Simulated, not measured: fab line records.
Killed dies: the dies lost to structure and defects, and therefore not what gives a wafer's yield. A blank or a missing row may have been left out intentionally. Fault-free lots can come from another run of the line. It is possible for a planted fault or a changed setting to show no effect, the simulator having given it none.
Struck lot and sound lot, side by side -- flow nand_harc -- 15 out of 1159 route steps
Sound: these wafers, L279.1, L279.2, L279.5. The struck wafers were L278.3, L278.4, L278.5. The cause is named last.
Each step with rows lists, per side, the tool, then ch with its chambers, then its first start. Under that, the readings that differ: sound wafers -- struck wafers -- difference of the means -- sigmas: that difference in standard deviations of wafers without a fault.
alike: words and numbers the same on both sides, and readings whose means are apart by under 2 such deviations; not compared: readings that were withheld, readings missing a value for some wafer, numbers with overlapping values and no deviation given by the record, and bounds like >300 which may hide the same value.
A row with sigmas, a row that says differs or no value, or rows on one side alone: a step with any of these is where the two part. Numbers that have no deviation but don't overlap get no sigmas and don't part them. Lack of a reading on every wafer of one side parts them only where that side has two or more wafers.

NHARC_A_CONTACT_ETCH_112: etches the open film in C4F8/O2/Ar, time 94 s, target depth 922 nm.
  sound on har_cap_etch-03 ch 0,1, day 16 14:17; struck on har_cap_etch-02 ch 0,1, day 16 14:27
  alike: chamber_pressure_mTorr, oes_air_line_au
  not compared: rf_hours_counter_h
then, 1 step without rows for these wafers: NHARC_A_CONTACT_ETCH_113 (etches the open film in C4F8/O2/Ar, time 94 s, target depth 922 nm).
NHARC_A_CONTACT_ETCH_114: etches the open film in C4F8/O2/Ar, time 94 s, target depth 922 nm.
  sound on har_cap_etch-03 ch 0,1, day 16 14:28; struck on har_cap_etch-02 ch 0,1, day 16 14:38
  alike: chamber_pressure_mTorr, oes_air_line_au
  not compared: rf_hours_counter_h
then, 3 steps without rows for these wafers: NHARC_A_CONTACT_ETCH_115 (etches the open film in C4F8/O2/Ar, time 94 s, target depth 922 nm); NHARC_A_CONTACT_ETCH_116 (etches the open film in C4F8/O2/Ar, time 94 s, target depth 922 nm); NHARC_A_CONTACT_ETCH_117 (etches the open film in C4F8/O2/Ar, time 94 s, target depth 922 nm).
NHARC_A_CONTACT_ETCH_118: etches the open film in C4F8/O2/Ar, time 94 s, target depth 922 nm.
  sound on har_cap_etch-03 ch 0,1, day 16 14:50; struck on har_cap_etch-02 ch 0,1, day 16 15:00
  alike: chamber_pressure_mTorr, oes_air_line_au
  not compared: rf_hours_counter_h
then, 1 step without rows for these wafers: NHARC_A_CONTACT_ETCH_119 (etches the open film in C4F8/O2/Ar, time 94 s, target depth 922 nm).
NHARC_A_CONTACT_ETCH_120: etches the open film in C4F8/O2/Ar, time 94 s, target depth 922 nm.
  sound on har_cap_etch-03 ch 0,1, day 16 15:01; struck on har_cap_etch-02 ch 0,1, day 16 15:11
  alike: chamber_pressure_mTorr, oes_air_line_au
  not compared: rf_hours_counter_h
NHARC_A_CONTACT_ETCH_121: etches the open film in C4F8/O2/Ar, time 94 s, target depth 922 nm.
  sound on har_cap_etch-03 ch 0,1, day 16 15:06; struck on har_cap_etch-02 ch 0,1, day 16 15:16
  alike: chamber_pressure_mTorr, oes_air_line_au
  not compared: rf_hours_counter_h
then, 2 steps without rows for these wafers: NHARC_A_CONTACT_ETCH_122 (etches the open film in C4F8/O2/Ar, time 95 s, target depth 930 nm); NHARC_A_CONTACT_ETCH_123 (etches the open film in C4F8/O2/Ar, time 253 s, target depth 1090 nm).
NHARC_A_CONTACT_ETCH_90: etches the open film in CH3F/O2, target depth 40 nm, time 85.7 s.
  sound on rie_diel-04 ch 0,1, day 16 15:53; struck on rie_diel-04 ch 0,1, day 16 16:01
  no value came back on the struck wafers for any of 7 readings (bias_w (W), ch3f_flow_sccm (sccm) and others); on the sound wafers bias_w (W) reads 99.68 99.87 100.24
  not compared: rf_hours_counter_h
then, 1 step without rows for these wafers: NHARC_A_CONTACT_ETCH_96 (etches the open film in C4F6/O2, target depth 20 nm, time 10 s).
-- record jumps: 3 days between struck wafers' starts before vs after; left off in module A_CONTACT, resumes in module END, first step shown is number 1159 of the route --
NHARC_END_SORT_01:
  here the record holds rows for the struck wafers (prober-02 ch 0, day 19 14:28) but none for the sound ones

## WHERE THEY PART
Last at NHARC_END_SORT_01 as far as this record goes, first at NHARC_A_CONTACT_ETCH_90.

WHY: what the simulator had put in
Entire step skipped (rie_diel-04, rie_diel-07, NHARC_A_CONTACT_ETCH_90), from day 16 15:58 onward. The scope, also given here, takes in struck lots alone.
